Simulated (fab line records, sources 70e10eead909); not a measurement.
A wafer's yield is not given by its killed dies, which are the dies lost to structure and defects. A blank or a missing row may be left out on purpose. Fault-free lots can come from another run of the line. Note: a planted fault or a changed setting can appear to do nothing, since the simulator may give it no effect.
fab line records -- flow nandHarc
record lots=6, wafers=18, lastDay=24
route steps=1159 shown A_CONTACT@960 A_BLC@964 END@1159
lots with no fault: from the same line, run without faults
startH: hours from the record's first day to the start of the lot's first wafer shown -- waitH: hours from the lot's prior step to this one -- " as in the row above -- L1.1+2: one row covering several wafers at once -- - no value present, or no start provided -- * or withheld: withheld -- < > ~ a bound
route shown NAME@n: a module of which the file shows steps, and the number in the route of the first -- usual: the fault-free wafers' mean and standard deviation -- same: alike in all rows -- chamber/n: place in a boat -- sites: the reading at each site -- _std_site: the values' standard deviation -- _edge_site: the outer-site mean with the inner-site mean subtracted -- radiusMm: how far each site lies from the wafer's centre -- mask NAME#n: copy n -- behind: the tool/chamber that last shaped the wafer -- hold: reason for holding the lot/hours on hold/outcome of the hold -- device: which transistor (n, p or np) failed to switch -- end of line: the same wafers' tests at the end of the route -- a step without rows: its recipe alone -- killed: dies that structure and defects cost at the first sort, which is not the same as the wafer's yield -- map: shows each die of a wafer: x if killed, . if not, _ if none is there
set.NAME: setting as actually run; set.NAME@STEP: the setting as run at that earlier step -- model.NAME: the simulator's own value behind a step, which no gauge read
lots at some steps of the route; a table a step, a row a wafer
services: when a tool's chamber went out of use (startH, in hours from the record's first day, below 0 if earlier), for how many hours, and the reason
## steps
# step NHARC_A_CONTACT_CMP_20
# recipe tOverpolishS=30, targetThkNm=300
# usual motorCurrentA=12.0/1.1, overpolishRunS=29.999/0.0085, padLifeWafers=258/160, timeToEndpointS=60.0/2.9
lot.wafer,tool,chamber,startH,waitH,motorCurrentA,overpolishRunS,padLifeWafers,timeToEndpointS
L968.2,cmp-01,1,410.13,0.8,13.2,29.997,188,59.4
L968.5,cmp-01,3,410.13,0.8,13.2,30.012,-,58.6
L968.6,cmp-01,0,410.13,0.8,12.9,30.011,-,58.6
L970.1,cmp-01,1,412.52,0.7,13.3,30.004,207,56.1
L970.6,cmp-01,2,412.52,0.7,11.7,30.006,-,56.2
L970.5,cmp-01,3,412.52,0.7,12.9,29.995,-,58.9
L983.1,cmp-04,0,493.11,0.7,9.7,29.997,552,61.0
L983.2,cmp-04,2,493.11,0.7,10.1,30.005,554,54.6
L983.4,cmp-04,3,493.11,0.7,12.7,30.004,555,61.4
L984.2,cmp-01,1,493.84,0.8,13.1,29.984,60,59.9
L984.6,cmp-01,1,493.84,0.8,13.7,29.983,-,59.2
L984.5,cmp-01,2,493.84,0.8,11.2,30.002,-,61.4
L988.2,cmp-01,1,521.35,0.8,12.7,29.994,240,57.3
L988.3,cmp-01,2,521.35,0.8,11.1,30.000,241,54.5
L988.5,cmp-01,2,521.35,0.8,11.5,30.015,-,57.2
L989.1,cmp-04,3,524.92,0.6,12.5,29.990,138,67.1
L989.4,cmp-04,2,524.92,0.6,10.0,29.999,141,62.1
L989.5,cmp-04,3,524.92,0.6,12.1,29.988,-,66.5
# step NHARC_A_CONTACT_SRD_22
# step NHARC_A_CONTACT_INSPECT_23
# usual rawDefectCount=442/130
lot.wafer,tool,chamber,startH,waitH,rawDefectCount
L968.2,defectInspect-02,-,410.48,0.1,446
L968.5,defectInspect-02,-,410.48,0.1,395
L968.6,defectInspect-02,-,410.48,0.1,458
L970.1,defectInspect-02,-,412.85,0.1,520
L970.5,defectInspect-02,-,412.85,0.1,469
L970.6,defectInspect-02,-,412.85,0.1,693
L983.1,defectInspect-01,-,493.52,0.1,305
L983.2,defectInspect-01,-,493.52,0.1,463
L983.4,defectInspect-01,-,493.52,0.1,275
L984.2,defectInspect-01,-,494.25,0.1,354
L984.5,defectInspect-01,-,494.25,0.1,412
L984.6,defectInspect-01,-,494.25,0.1,369
L988.2,defectInspect-02,-,521.76,0.1,424
L988.3,defectInspect-02,-,521.76,0.1,303
L988.5,defectInspect-02,-,521.76,0.1,236
L989.1,defectInspect-02,-,525.32,0.1,350
L989.4,defectInspect-02,-,525.32,0.1,404
L989.5,defectInspect-02,-,525.32,0.1,457
# step NHARC_A_BLC_DEHYDRATE_00
# recipe tempC=150, timeS=120
# step NHARC_A_BLC_HMDS_01
# recipe timeS=30
# step NHARC_A_BLC_COAT_02
# recipe tempC=260, timeS=75
# step NHARC_A_BLC_COAT_03
# recipe tempC=225, timeS=65
# step NHARC_A_BLC_COAT_04
# recipe spinRpm=1500, resistThkNm=90
# step NHARC_A_BLC_SOFTBAKE_05
# recipe tempC=105, timeS=55
# step NHARC_A_BLC_EBR_06
# step NHARC_A_BLC_EXPOSE_07
# recipe na=1.35, targetCdNm=100, doseMj=67.97, maskId=A_BLC
# step NHARC_A_BLC_PEB_08
# recipe pebTempC=100, pebTimeS=65
lot.wafer,tool,chamber,startH,waitH
L968.2+5+6,lithoTrack-06,0,410.91,0.1
L970.1+5+6,lithoTrack-06,0,413.15,0.1
L983.1+2+4,lithoTrack-06,0,493.82,0.1
L984.2+5+6,lithoTrack-06,0,494.68,0.1
L988.2+3+5,lithoTrack-04,0,522.06,0.1
L989.1+4+5,lithoTrack-04,0,525.62,0.1
# step NHARC_A_BLC_DEVELOP_09
# recipe developTimeS=35, devTempC=23
# step NHARC_A_BLC_CD_MEAS_10
# recipe targetCdNm=100, landingEnergyEv=500
# usual cdNm=100.0/0.7
lot.wafer,tool,chamber,startH,waitH,cdNm
L968.2,cdSem-02,0,410.99,-,99.5
L968.5,cdSem-02,0,410.99,-,99.5
L968.6,cdSem-02,0,410.99,-,99.2
L970.1,cdSem-03,0,413.23,-,98.8
L970.5,cdSem-03,0,413.23,-,99.7
L970.6,cdSem-03,0,413.23,-,99.0
L983.1,cdSem-01,0,493.89,-,103.9
L983.2,cdSem-01,0,493.89,-,103.9
L983.4,cdSem-01,0,493.89,-,103.3
L984.2,cdSem-01,0,494.76,-,103.9
L984.5,cdSem-01,0,494.76,-,103.0
L984.6,cdSem-01,0,494.76,-,103.0
L988.2,cdSem-03,0,522.14,-,99.8
L988.3,cdSem-03,0,522.14,-,100.2
L988.5,cdSem-03,0,522.14,-,100.6
L989.1,cdSem-01,0,525.70,-,99.8
L989.4,cdSem-01,0,525.70,-,99.0
L989.5,cdSem-01,0,525.70,-,100.0
# step NHARC_A_BLC_OVL_MEAS_11
# usual overlayXNm=0.0/0.8, overlayYNm=0.0/0.78
lot.wafer,tool,chamber,startH,waitH,overlayXNm,overlayYNm
L968.2,overlay-02,-,411.08,-,-0.1,-1.1
L968.5,overlay-02,-,411.08,-,-0.3,-0.7
L968.6,overlay-02,-,411.08,-,0.1,-0.9
L970.1,overlay-02,-,413.32,-,-0.1,-0.6
L970.5,overlay-02,-,413.32,-,-0.6,-0.5
L970.6,overlay-02,-,413.32,-,-0.1,-0.5
L983.1,overlay-02,-,493.98,-,-0.5,-0.5
L983.2,overlay-02,-,493.98,-,-0.5,-0.3
L983.4,overlay-02,-,493.98,-,-0.4,-0.4
L984.2,overlay-01,-,494.85,-,0.7,-0.1
L984.5,overlay-01,-,494.85,-,0.5,0.1
L984.6,overlay-01,-,494.85,-,0.3,-0.5
L988.2,overlay-01,-,522.23,-,1.3,-0.1
L988.3,overlay-01,-,522.23,-,0.7,-0.3
L988.5,overlay-01,-,522.23,-,0.3,-0.2
L989.1,overlay-01,-,525.79,-,-0.5,1.6
L989.4,overlay-01,-,525.79,-,0.1,1.3
L989.5,overlay-01,-,525.79,-,0.7,0.7
# step NHARC_A_BLC_INSPECT_12
# usual rawDefectCount=30/13
lot.wafer,tool,chamber,startH,waitH,rawDefectCount
L968.2,defectInspect-02,-,411.11,0.0,33
L968.5,defectInspect-02,-,411.11,0.0,33
L968.6,defectInspect-02,-,411.11,0.0,33
L970.1,defectInspect-01,-,413.36,0.0,29
L970.5,defectInspect-01,-,413.36,0.0,26
L970.6,defectInspect-01,-,413.36,0.0,14
L983.1,defectInspect-01,-,494.02,0.0,27
L983.2,defectInspect-01,-,494.02,0.0,35
L983.4,defectInspect-01,-,494.02,0.0,30
L984.2,defectInspect-01,-,494.89,0.0,33
L984.5,defectInspect-01,-,494.89,0.0,29
L984.6,defectInspect-01,-,494.89,0.0,34
L988.2,defectInspect-02,-,522.27,0.0,50
L988.3,defectInspect-02,-,522.27,0.0,46
L988.5,defectInspect-02,-,522.27,0.0,35
L989.1,defectInspect-01,-,525.84,0.1,40
L989.4,defectInspect-01,-,525.84,0.1,40
L989.5,defectInspect-01,-,525.84,0.1,46
# step NHARC_A_BLC_DESCUM_15
# recipe timeS=3, o2FlowSccm=200, arFlowSccm=0, biasPowerW=0, chemistry=O2
# usual drypumpMotorCurrentA=5.7/0.49, oesProductAu=1.004/0.011, rfVppV=57.6/0.94, showerheadPlenumPTorr=1.89/0.1, throttleValvePct=11.311/0.0091
lot.wafer,tool,chamber,startH,waitH,drypumpMotorCurrentA,oesProductAu,rfHoursCounterH,rfVppV,showerheadPlenumPTorr,throttleValvePct,model.A_BLC.cdNm
L968.2,rieDiel-04,3,411.20,0.1,6.1,1.017,13,56.8,1.81,11.296,100.1
L968.5,rieDiel-04,0,411.20,0.1,4.8,1.002,-,56.5,1.78,11.310,99.27
L968.6,rieDiel-04,3,411.20,0.1,6.1,1.023,-,57.9,1.81,11.311,99.91
L970.1,rieDiel-04,2,413.42,0.1,5.9,0.991,15,59.5,2.03,11.315,99.31
L970.5,rieDiel-04,3,413.42,0.1,6.0,1.015,-,58.9,1.81,11.314,100.4
L970.6,rieDiel-04,0,413.42,0.1,4.8,0.995,-,57.5,1.78,11.323,98.32
L983.4,rieDiel-02,1,494.08,0.1,6.0,0.994,14,57.7,1.84,11.325,103.1
L983.1,rieDiel-02,3,494.08,0.1,5.8,0.996,17,57.7,2.02,11.312,103.6
L983.2,rieDiel-02,0,494.08,0.1,5.5,1.008,17,58.3,1.84,11.316,104
L984.2,rieDiel-04,3,494.97,0.1,6.0,1.016,2,55.7,1.81,11.292,104.4
L984.6,rieDiel-04,0,494.97,0.1,4.8,1.012,-,57.5,1.77,11.313,102.8
L984.5,rieDiel-04,1,494.97,0.1,5.2,1.007,-,57.0,1.94,11.312,103.9
L988.3,rieDiel-04,3,522.34,0.1,6.0,1.035,5,58.1,1.81,11.320,100.5
L988.2,rieDiel-04,0,522.34,0.1,4.9,1.018,4,58.0,1.77,11.311,99.83
L988.5,rieDiel-04,3,522.34,0.1,6.0,1.019,-,56.9,1.81,11.307,100.8
L989.1,rieDiel-04,3,525.92,0.1,6.0,1.022,5,58.4,1.81,11.296,100
L989.4,rieDiel-04,0,525.92,0.1,4.8,1.003,5,58.0,1.77,11.326,99.04
L989.5,rieDiel-04,2,525.92,0.1,5.9,0.988,-,57.6,2.02,11.311,99.72
# step NHARC_A_BLC_ETCH_16
# recipe targetDepthA=390, overEtchFrac=0.3, timeS=65, ionEnergyEv=80, cf4FlowSccm=150, arFlowSccm=0, rfW=300, biasW=100, chemistry=CF4
# usual drypumpMotorCurrentA=5.6/0.48, oesProductAu=1.005/0.011, rfVppV=151.1/1.3, showerheadPlenumPTorr=1.75/0.085, throttleValvePct=13.282/0.009
lot.wafer,tool,chamber,startH,waitH,drypumpMotorCurrentA,oesProductAu,rfHoursCounterH,rfVppV,showerheadPlenumPTorr,throttleValvePct
L968.2,rieDiel-04,3,411.29,0.1,6.0,1.017,13,151.4,1.68,13.267
L968.6,rieDiel-04,2,411.29,0.1,5.9,0.985,-,153.9,1.87,13.271
L968.5,rieDiel-04,3,411.29,0.1,6.1,1.008,-,150.9,1.68,13.302
L970.1,rieDiel-04,2,413.54,0.1,5.9,0.991,15,152.1,1.87,13.266
L970.6,rieDiel-04,3,413.54,0.1,6.0,1.016,-,149.3,1.68,13.291
L970.5,rieDiel-04,0,413.54,0.1,4.8,0.991,-,150.9,1.65,13.288
L983.2,rieDiel-02,2,494.17,0.1,6.2,1.014,17,148.5,1.69,13.292
L983.4,rieDiel-02,3,494.17,0.1,5.8,0.994,17,152.6,1.86,13.298
L983.1,rieDiel-02,0,494.17,0.1,5.5,1.008,17,150.4,1.71,13.271
L984.2,rieDiel-04,0,495.03,0.1,4.8,1.019,2,149.3,1.65,13.274
L984.6,rieDiel-04,0,495.03,0.1,4.8,1.029,-,150.4,1.65,13.287
L984.5,rieDiel-04,1,495.03,0.1,5.2,1.022,-,152.4,1.79,13.302
L988.2,rieDiel-04,2,522.41,0.1,5.9,0.992,5,150.8,1.86,13.284
L988.3,rieDiel-04,0,522.41,0.1,4.8,1.015,4,149.4,1.65,13.283
L988.5,rieDiel-04,2,522.41,0.1,5.9,0.993,-,151.5,1.86,13.287
L989.1,rieDiel-04,2,525.99,0.1,5.9,0.987,5,150.8,1.86,13.287
L989.4,rieDiel-04,3,525.99,0.1,6.0,1.011,6,149.7,1.68,13.272
L989.5,rieDiel-04,3,525.99,0.1,6.0,1.036,-,150.5,1.68,13.275
# step NHARC_A_BLC_ETCH_17
# recipe targetDepthA=3900, overEtchFrac=0.25, timeS=609.38, ionEnergyEv=200, n2FlowSccm=150, h2FlowSccm=150, arFlowSccm=0, rfW=400, biasW=150, chemistry=N2/H2
# usual drypumpMotorCurrentA=5.7/0.48, oesProductAu=1.004/0.012, rfVppV=430/3.1, showerheadPlenumPTorr=2.01/0.11, throttleValvePct=14.170/0.0085
lot.wafer,tool,chamber,startH,waitH,drypumpMotorCurrentA,oesProductAu,rfHoursCounterH,rfVppV,showerheadPlenumPTorr,throttleValvePct
L968.2,rieDiel-04,2,-,-,5.9,0.991,14,433,2.16,14.183
L968.6,rieDiel-04,3,-,-,6.0,1.010,-,428,1.93,14.162
L968.5,rieDiel-04,0,-,-,4.9,1.005,-,426,1.89,14.161
L970.1,rieDiel-04,2,-,-,5.9,0.986,15,434,2.16,14.155
L970.6,rieDiel-04,2,-,-,5.9,0.983,-,434,2.16,14.183
L970.5,rieDiel-04,0,-,-,4.8,0.993,-,427,1.89,14.152
L983.4,rieDiel-02,0,-,-,5.5,1.007,17,429,1.96,14.171
L983.2,rieDiel-02,1,-,-,6.1,1.007,15,429,1.96,14.164
L983.1,rieDiel-02,2,-,-,6.2,1.012,17,426,1.94,14.173
L984.2,rieDiel-04,1,-,-,5.2,1.017,2,432,2.07,14.173
L984.5,rieDiel-04,2,-,-,5.9,1.000,-,432,2.16,14.184
L984.6,rieDiel-04,3,-,-,6.1,1.021,-,427,1.92,14.172
L988.2,rieDiel-04,3,-,-,6.0,1.022,5,427,1.92,14.164
L988.3,rieDiel-04,1,-,-,5.2,1.005,4,431,2.07,14.166
L988.5,rieDiel-04,0,-,-,4.8,1.012,-,426,1.89,14.170
L989.1,rieDiel-04,1,-,-,5.2,1.013,4,432,2.07,14.166
L989.4,rieDiel-04,2,-,-,5.9,0.989,5,434,2.16,14.162
L989.5,rieDiel-04,3,-,-,6.0,1.029,-,426,1.92,14.193
# step NHARC_A_BLC_ETCH_18
# recipe targetDepthA=9100, c4f8FlowSccm=20, o2FlowSccm=10, arFlowSccm=withheld, rfW=600, biasW=1500, chemistry=C4F8/O2/Ar
# usual oesProductAu=0.952/0.026, rfVppV=976/6.7
lot.wafer,tool,chamber,startH,waitH,oesProductAu,rfHoursCounterH,rfVppV,model.A_BLC.cdNm
L968.2,rieDiel-04,3,-,-,0.983,13,971,98.88
L968.5,rieDiel-04,3,-,-,0.970,-,971,97.35
L968.6,rieDiel-04,0,-,-,0.922,-,969,100.6
L970.1,rieDiel-04,2,-,-,0.920,15,986,102.1
L970.5,rieDiel-04,2,-,-,0.927,-,986,100
L970.6,rieDiel-04,3,-,-,0.940,-,970,98.2
L983.4,rieDiel-02,0,-,-,0.977,18,974,99.93
L983.1,rieDiel-02,1,-,-,0.966,15,972,100.9
L983.2,rieDiel-02,3,-,-,0.976,17,984,103.1
L984.2,rieDiel-04,2,-,-,0.978,3,984,103.5
L984.6,rieDiel-04,1,-,-,0.971,-,980,100.5
L984.5,rieDiel-04,2,-,-,0.980,-,985,102.9
L988.2,rieDiel-04,1,-,-,0.995,4,981,97.47
L988.3,rieDiel-04,2,-,-,0.961,5,985,101.6
L988.5,rieDiel-04,1,-,-,0.974,-,980,99.3
L989.1,rieDiel-04,3,-,-,0.951,6,971,98.33
L989.4,rieDiel-04,1,-,-,0.936,4,980,97.28
L989.5,rieDiel-04,0,-,-,0.932,-,968,96.23
# step NHARC_A_BLC_CD_MEAS_19
# usual cdNm=99.4/2.2
lot.wafer,tool,chamber,startH,waitH,cdNm
L968.2,cdSem-01,-,412.34,-,98.4
L968.5,cdSem-01,-,412.34,-,96.9
L968.6,cdSem-01,-,412.34,-,100.9
L970.1,cdSem-03,-,414.57,-,102.1
L970.5,cdSem-03,-,414.57,-,100.3
L970.6,cdSem-03,-,414.57,-,98.0
L983.1,cdSem-01,-,495.04,-,100.7
L983.2,cdSem-01,-,495.04,-,102.5
L983.4,cdSem-01,-,495.04,-,100.1
L984.2,cdSem-02,-,495.97,-,103.5
L984.5,cdSem-02,-,495.97,-,103.1
L984.6,cdSem-02,-,495.97,-,100.5
L988.2,cdSem-02,-,523.30,-,97.6
L988.3,cdSem-02,-,523.30,-,101.9
L988.5,cdSem-02,-,523.30,-,99.0
L989.1,cdSem-01,-,526.87,-,98.3
L989.4,cdSem-01,-,526.87,-,97.4
L989.5,cdSem-01,-,526.87,-,96.0
# step NHARC_END_SORT_01
# recipe tempC=25
# usual killedAtArray=27/9.3, killedAtOther=0.9/1.3, killedAtPeriphery=3.6/2.7, killedDies=31/9.7, killedOpen=3.3/1.8, killedShort=2.0/1.5
# same grossDies=677
lot.wafer,tool,chamber,startH,waitH,killedAtArray,killedAtOther,killedAtPeriphery,killedDies,killedOpen,killedShort
L984.2,prober-01,0,541.77,2.8,26,1,4,31,3,4
L984.5,prober-01,0,544.16,3.7,28,1,2,31,4,2
L984.6,prober-01,0,544.96,4.0,24,5,1,30,3,3
L988.2,prober-01,0,568.28,2.8,32,0,3,35,3,2
L988.3,prober-01,0,569.08,3.1,31,1,1,33,3,1
L988.5,prober-01,0,570.68,3.7,26,0,2,28,5,1
# killed by level:class
L984.2 A_CHANNEL_HOLE_D1:chamberFilmFlake=20 A_CONTACT:chamberFilmFlake=2 P_M0:geometricParticle:open=1 P_M0:geometricParticle:short=1 P_M1:geometricParticle:short=1 A_SGD_CUT:geometricParticle:open=1 A_WL_FILL:geometricParticle:short=1 A_M0:geometricParticle:open=1
L984.5 A_CHANNEL_HOLE_D1:chamberFilmFlake=17 A_CHANNEL_FILL_D1:geometricParticle:open=2 A_STAIRCASE:chamberFilmFlake=2 A_CONTACT:chamberFilmFlake=2 A_ONON_D1:geometricParticle:short=1 A_CHANNEL_FILL_D1:geometricParticle:short=1 A_CONTACT:geometricParticle:open=1 A_M0:geometricParticle:open=1
L984.6 A_CHANNEL_HOLE_D1:chamberFilmFlake=17 HYBRID_BOND:chamberFilmFlake=3 A_STAIRCASE:chamberFilmFlake=2 P_M1:geometricParticle:open=1 A_CHANNEL_FILL_D1:geometricParticle:short=1 A_SGD_CUT:geometricParticle:short=1 A_M0:geometricParticle:open=1 THIN_TSV:geometricParticle:short=1
L988.2 A_CHANNEL_HOLE_D1:chamberFilmFlake=19 A_STAIRCASE:chamberFilmFlake=3 A_CONTACT:chamberFilmFlake=3 A_CONTACT:geometricParticle:open=2 A_ZERO_WELL:chamberFilmFlake=2 P_CONTACT:geometricParticle:open=1 A_SGD_CUT:geometricParticle:short=1 A_CONTACT:geometricParticle:short=1
L988.3 A_CHANNEL_HOLE_D1:chamberFilmFlake=19 A_STAIRCASE:chamberFilmFlake=5 A_CONTACT:chamberFilmFlake=4 A_ONON_D1:geometricParticle:short=1 A_CHANNEL_HOLE_D1:geometricParticle:open=1 A_CONTACT:geometricParticle:open=1 STARTING-WAFER:geometricParticle:open=1 P_GATE:chamberFilmFlake=1
L988.5 A_CHANNEL_HOLE_D1:chamberFilmFlake=15 A_CONTACT:chamberFilmFlake=4 A_CONTACT:geometricParticle:open=3 P_GATE:geometricParticle:open=1 A_CHANNEL_FILL_D1:geometricParticle:short=1 A_M0:geometricParticle:open=1 P_GATE:chamberFilmFlake=1 A_STAIRCASE:chamberFilmFlake=1
## services
tool,chamber,startH,hours,kind
rieDiel-04,0,395.90,-,clean
rieDiel-04,1,395.90,-,clean
rieDiel-04,2,395.90,-,clean
rieDiel-04,3,395.90,-,clean
cmp-04,-,399.10,4.0,pm
rieDiel-04,1,407.88,12.2,repair
rieDiel-04,0,420.39,6.2,repair
rieDiel-04,1,420.40,-,clean
rieDiel-04,2,420.40,-,clean
rieDiel-04,3,420.40,-,clean
rieDiel-04,0,444.90,-,clean
rieDiel-04,1,444.90,-,clean
rieDiel-04,2,444.90,-,clean
rieDiel-04,3,444.90,-,clean
cmp-01,-,447.06,0.9,repair
cmp-01,-,451.25,1.5,repair
rieDiel-02,-,455.70,0.8,repair
rieDiel-04,-,465.90,9.0,pm
rieDiel-04,0,465.90,9.0,ventCycle
lithoTrack-06,-,467.00,7.0,pm
cmp-01,-,473.50,4.0,pm
lithoTrack-04,-,491.00,7.0,pm
cmp-04,-,497.10,4.0,pm
rieDiel-02,-,504.89,9.0,pm
## key
firstSign step=NHARC_A_BLC_CD_MEAS_10, reading=cdNm, direction=up, sigmas=5, usual=100.0, struck=103.5
effect none on later readings
modelEffect step=NHARC_A_BLC_DESCUM_15, value=A_BLC.cdNm, without=99.99, struck=103.6
modelEffect step=NHARC_A_BLC_ETCH_18, value=A_BLC.cdNm, without=98.16, struck=101.8
metAt NHARC_A_BLC_PEB_08
struckWafers L983.1,L983.2,L983.4,L984.2,L984.5,L984.6
testerLeftOut L983,L984
onsetBetween 413.15 493.82
fault kind=processParameterDrift, tool=lithoTrack-06, chamber=-, onsetH=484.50, steps=NHARC_A_BLC_PEB_08, channel=pebTimeS, offset=*, shape=step, endH=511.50, actsIn=*, stated=*
# testerLeftOut: of these lots the tester's yield and bins aren't shown, on N5 and GAA mostly nor the transistor test; their killed dies are dies lost to structure and defects alone, not to doping, threshold or leakage, so they don't give the yield
